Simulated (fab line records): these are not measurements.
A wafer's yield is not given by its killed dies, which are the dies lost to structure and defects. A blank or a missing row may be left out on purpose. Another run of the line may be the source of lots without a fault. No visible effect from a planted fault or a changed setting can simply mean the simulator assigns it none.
Matching of chambers | flow n5 finfet | N5_MOL_CONTACT_COAG_ETCHBACK_135 on rie diel-01: 4 sister chambers
The step etches SiO2 in CHF3, target depth 25 nm, time 16.7 s. 8 wafers are shown with their chamber, then 9 later ones without.

== WAFERS PAIRED WITH THEIR CHAMBERS ==
wafer  | chamber | showerhead plenum p Torr (Torr) | drypump motor current A (A)
L077.4 | 1       | 2.37                            | 6.6
L077.6 | 2       | 2.40                            | 5.9
L078.2 | 2       | 2.40                            | 5.9
L079.2 | 0       | 2.53                            | 6.5
L079.5 | 3       | 2.42                            | 6.1
L082.3 | 0       | 2.53                            | 6.4
L082.4 | 3       | 2.42                            | 6.1
L082.5 | 1       | 2.36                            | 6.7

== WAFERS WHOSE CHAMBER IS MISSING ==
wafer  | showerhead plenum p Torr (Torr) | drypump motor current A (A)
L083.1 | 2.42                            | 6.1
L083.3 | 2.39                            | 5.9
L083.5 | 2.42                            | 6.1
L087.2 | 2.36                            | 6.6
L087.3 | 2.52                            | 6.5
L087.4 | 2.39                            | 5.9
L089.1 | 2.36                            | 6.6
L089.3 | 2.41                            | 6.1
L089.4 | 2.52                            | 6.4

== WHICH CHAMBER EACH WENT THROUGH ==
wafer  | from the rows above | in truth
L083.1 | 3                   | 3
L083.3 | 2                   | 2
L083.5 | 3                   | 3
L087.2 | 1                   | 1
L087.3 | 0                   | 0
L087.4 | 2                   | 2
L089.1 | 1                   | 1
L089.3 | 3                   | 3
L089.4 | 0                   | 0
Correct placement for 9 of the 9. Not placeable from these rows: 0. 0 placed wrongly.
How it was worked out, from the rows above alone: a wafer's distance from a chamber is the root of the sum, over the readings, of the square of ((its reading less the chamber's mean) divided by the reading's scatter). The wafer belongs to the nearest chamber; if the next one is less than 2 further off, it can't be placed. A chamber's mean is the mean of its shown wafers. The scatter: the root of (the sum of the squares of (reading less its chamber's mean) over the shown wafers, divided by (wafers less chambers)).
